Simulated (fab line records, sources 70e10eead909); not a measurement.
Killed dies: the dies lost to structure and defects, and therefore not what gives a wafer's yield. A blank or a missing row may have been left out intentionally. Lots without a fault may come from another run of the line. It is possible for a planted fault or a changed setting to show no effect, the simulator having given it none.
Struck lot and sound lot, side by side -- flow nand harc -- 43 steps out of a route of 1159
Sound: wafers L460.1, L460.5, L460.6. Wafers L475.1, L475.2, L475.4 were the ones struck. Last of all comes the cause.
Each step with rows lists, per side, the tool, then ch with its chambers, then its first start. Under that, the readings that differ: sound wafers -- struck wafers -- difference of the means -- sigmas: that difference in standard deviations of wafers without a fault.
alike: same words and numbers on both sides, and readings whose means sit less than 2 such deviations apart. not compared: any withheld reading, any reading some wafer has no value for, any bound like >300 that may hide the same value, and any number with overlapping values for which the record gives no deviation.
Wherever a step has rows on one side only, a row that says differs or no value, or a row with sigmas, the two part there. Numbers that don't overlap but have no deviation are shown without sigmas and don't part them. A reading that every wafer of one side lacks parts them only if that side has two wafers or more.

NHARC_P_ZERO_WELL_CD_MEAS_24: the cd target is 720 nm.
  sound on cd sem-03 ch 0, day 1 20:34; struck on cd sem-01 ch 0, day 5 14:38
  alike: cd nm
then, 1 step without rows for these wafers: NHARC_P_ZERO_WELL_HARDBAKE_25 (time 80 s).
NHARC_P_ZERO_WELL_DESCUM_26: chemistry O2, time 3 s.
  sound on rie diel-09 ch 0,1, day 1 20:44; struck on rie diel-08 ch 0,1,2, day 5 14:47
  alike: drypump motor current A, oes product au, rf vpp V, showerhead plenum p Torr, throttle valve pct
  not compared: rf hours counter h
then, 9 steps without rows for these wafers: NHARC_P_ZERO_WELL_IMPLANT_27; NHARC_P_ZERO_WELL_IMPLANT_57; NHARC_P_ZERO_WELL_IMPLANT_58; NHARC_P_ZERO_WELL_STRIP_28 (strips in SPM, time 840 s); NHARC_P_ZERO_WELL_DEHYDRATE_29 (time 120 s); NHARC_P_ZERO_WELL_HMDS_30 (time 30 s); NHARC_P_ZERO_WELL_COAT_31; NHARC_P_ZERO_WELL_SOFTBAKE_32 (time 95 s); NHARC_P_ZERO_WELL_EBR_33.
NHARC_P_ZERO_WELL_EXPOSE_34: exposes mask P PWELL, target cd 720 nm.
  sound on krf scanner-03 ch 0, day 1 22:03; struck on krf scanner-02 ch 0, day 5 16:07
reading,sound,struck,difference,sigmas
model.P_ZERO_WELL.overlay x nm (nm),-8.776 -8.776 -8.776,-113.7 -113.7 -113.7,-104.9,
  alike: mask
then, 2 steps without rows for these wafers: NHARC_P_ZERO_WELL_PEB_35 (peb time 85 s); NHARC_P_ZERO_WELL_DEVELOP_36 (time 70 s).
NHARC_P_ZERO_WELL_CD_MEAS_37: the cd target is 720 nm.
  sound on cd sem-02 ch 0, day 1 22:13; struck on cd sem-03 ch 0, day 5 16:17
  alike: cd nm
then, 1 step without rows for these wafers: NHARC_P_ZERO_WELL_HARDBAKE_38 (time 80 s).
NHARC_P_ZERO_WELL_DESCUM_39: chemistry O2, time 3 s.
  sound on rie diel-09 ch 1,2, day 1 22:23; struck on rie diel-09 ch 0,2,3, day 5 16:27
  alike: drypump motor current A, oes product au, rf vpp V, showerhead plenum p Torr, throttle valve pct
  not compared: rf hours counter h
then, 12 steps without rows for these wafers: NHARC_P_ZERO_WELL_IMPLANT_40; NHARC_P_ZERO_WELL_IMPLANT_59; NHARC_P_ZERO_WELL_IMPLANT_60; NHARC_P_ZERO_WELL_STRIP_41 (strips in SPM, time 840 s); NHARC_P_ZERO_WELL_DEHYDRATE_44 (time 120 s); NHARC_P_ZERO_WELL_HMDS_45 (time 30 s); NHARC_P_ZERO_WELL_COAT_46; NHARC_P_ZERO_WELL_SOFTBAKE_47 (time 95 s); NHARC_P_ZERO_WELL_EBR_48; NHARC_P_ZERO_WELL_EXPOSE_49 (exposes mask P HVPW, target cd 2000 nm); NHARC_P_ZERO_WELL_PEB_50 (peb time 85 s); NHARC_P_ZERO_WELL_DEVELOP_51 (time 70 s).
NHARC_P_ZERO_WELL_CD_MEAS_52: the cd target is 2000 nm.
  sound on cd sem-01 ch 0, day 1 23:52; struck on cd sem-01 ch 0, day 5 17:49
  alike: cd nm
then, 1 step without rows for these wafers: NHARC_P_ZERO_WELL_HARDBAKE_53 (time 80 s).
NHARC_P_ZERO_WELL_DESCUM_54: chemistry O2, time 3 s.
  sound on rie diel-08 ch 2,3, day 2 00:02; struck on rie diel-08 ch 0,1,2, day 5 17:59
  alike: drypump motor current A, oes product au, rf vpp V, showerhead plenum p Torr, throttle valve pct
  not compared: rf hours counter h
then, 5 steps without rows for these wafers: NHARC_P_ZERO_WELL_IMPLANT_55; NHARC_P_ZERO_WELL_IMPLANT_61; NHARC_P_ZERO_WELL_STRIP_56 (strips in SPM, time 840 s); NHARC_P_ZERO_WELL_PRECLEAN_68 (cleans in SC1, time 60 s); NHARC_P_ZERO_WELL_SRD_69.
NHARC_P_ZERO_WELL_RTA_42: time 300 s.
  sound on rtp anneal-01 ch 0, day 2 01:01; struck on rtp anneal-02 ch 0, day 5 18:58
reading,sound,struck,difference,sigmas
lamp power pct (%),43.7 43.6 43.6,47.3 47.4 47.2,+3.7,+2
lamp_zone_6_pct (%),43.5 43.6 43.6,47.2 47.2 47.4,+3.7,+2
  alike: wafer_temp_C_max
NHARC_P_ZERO_WELL_INSPECT_43:
  struck on defect inspect-01, day 5 19:38; sound on defect inspect-02, day 2 01:42
  alike: raw defect count
then, 2 steps without rows for these wafers: NHARC_P_STI_ETCH_26 (etches SiO2 in dHF, target depth 11 nm); NHARC_P_STI_PRECLEAN_27 (cleans in SC1).
-- break in the record here, with 18 days between the starts of the struck wafers on either side (left off in module P_STI, picked up again in module END, where the first step shown is number 1159 on the route) --
NHARC_END_SORT_01:
  at this point the record logs the struck wafers (prober-01 ch 0, day 23 14:10) and has no rows for the sound ones

== WHERE THEY PART ==
Last at NHARC_END_SORT_01 as far as this record goes, first at NHARC_P_ZERO_WELL_RTA_42.

WHY: whatever the simulator had introduced
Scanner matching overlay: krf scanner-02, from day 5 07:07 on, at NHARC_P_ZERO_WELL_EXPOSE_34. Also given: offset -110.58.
